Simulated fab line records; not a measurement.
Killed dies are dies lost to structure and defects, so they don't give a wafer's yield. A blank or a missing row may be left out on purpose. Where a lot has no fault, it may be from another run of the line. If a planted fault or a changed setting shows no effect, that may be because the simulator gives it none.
A lot that was struck, set against a sound lot || flow n5 finfet || 14 out of 1938 route steps
Sound: these wafers, L182.4, L182.5, L182.6. Struck: wafer L191.6. (L191.3, L191.5 of the same lot were not struck and are left out.) The cause comes at the end.
Per side, at each step with rows, come the tool, then ch with its chambers, and then its first start. Under that, the readings that differ: sound wafers || struck wafers || difference of the means || sigmas: that difference in standard deviations of wafers without a fault.
alike: readings whose means differ by less than 2 such deviations, and words and numbers that are the same on both sides. not compared: withheld readings, readings that some wafer has no value for, bounds like >300 that may hide the same value, and numbers for which the record gives no deviation and whose values overlap.
A row with sigmas, a row that says differs or no value, or rows on one side alone: a step with any of these is where the two part. When numbers do not overlap yet have no deviation, they are printed without sigmas and do not part them. A reading that every wafer of one side lacks parts them only if that side has two wafers or more.

N5_BEOL_M10_STRIP_77: strips in N2/H2, time 10 s.
  sound on rie diel-06 ch 0,1,3; struck on rie diel-06 ch 0
  alike: drypump motor current A, oes product au, rf vpp V, showerhead plenum p Torr, temp c, throttle valve pct
  not compared: rf hours counter h
N5_BEOL_M10_OCD_MEAS_38:
  sound on ocd-01, day 12 00:05; struck on ocd-02, day 14 23:10
  alike: trench depth nm
then, 4 steps without rows for these wafers: N5_BEOL_M10_HM_STRIP_39 (strips TiN in peroxide tin strip, target depth 25 nm, time 158 s); N5_BEOL_M10_SRD_40 (time 30 s); N5_BEOL_M10_PRECLEAN_42 (cleans in residue remover, time 60 s); N5_BEOL_M10_SRD_43 (time 30 s).
N5_BEOL_M10_CD_MEAS_35 targets a cd of 70 nm.
  sound on cd sem-03, day 12 00:14; struck on cd sem-01, day 14 23:20
  alike: cd nm
N5_BEOL_M10_CURE_72: cures SiCOH lowk, time 120 s.
  sound on uv cure-02 ch 1, day 12 00:26; struck on uv cure-01 ch 2, day 14 23:28
{"reading": "lamp power pct (%)", "sound": "52.37 52.41 52.29", "struck": 52.22, "difference": -0.14, "sigmas": -2}
  alike: wafer_temp_C_max
N5_BEOL_M10_DEGAS_44: time 60 s.
  sound on pvd sputter-03, day 12 01:46; struck on pvd sputter-02, day 15 00:06
  alike: heater power w
then, 1 step without rows for these wafers: N5_BEOL_M10_PRE_CLEAN_45 (time 30 s).
N5_BEOL_M10_ALD_74: deposits TaN, target thk 2 nm, pulse time 2 s, purge time 3 s.
  sound on ald metal-04 ch 0,2,3, day 12 01:52; struck on ald metal-03 ch 0, day 15 00:12
  alike: heater power w
N5_BEOL_M10_SURFACE_TREAT_76:
  sound on pvd sputter-01, day 12 02:11; struck on pvd sputter-01, day 15 00:31
  alike: ar flow sccm
  not compared: throttle valve pct
N5_BEOL_M10_CVD_75: deposits Co from CCTBA/H2, target thk 2 nm, time 138.9 s.
  sound on cvd co-01 ch 0,1,2, day 12 02:19; struck on cvd co-01 ch 2, day 15 00:37
{"reading": "run length s (s)", "sound": "162.3 161.9 162.0", "struck": 87.9, "difference": -74.2, "sigmas": "-99 or more"}
then, 1 step without rows for these wafers: N5_BEOL_M10_SPUTTER_48 (material Cu, target thk 12 nm, time 2 s).

## WHERE THEY PART
Last at N5_BEOL_M10_CVD_75 as far as this record goes, first at N5_BEOL_M10_CURE_72.

WHY: what had been put in by the simulator
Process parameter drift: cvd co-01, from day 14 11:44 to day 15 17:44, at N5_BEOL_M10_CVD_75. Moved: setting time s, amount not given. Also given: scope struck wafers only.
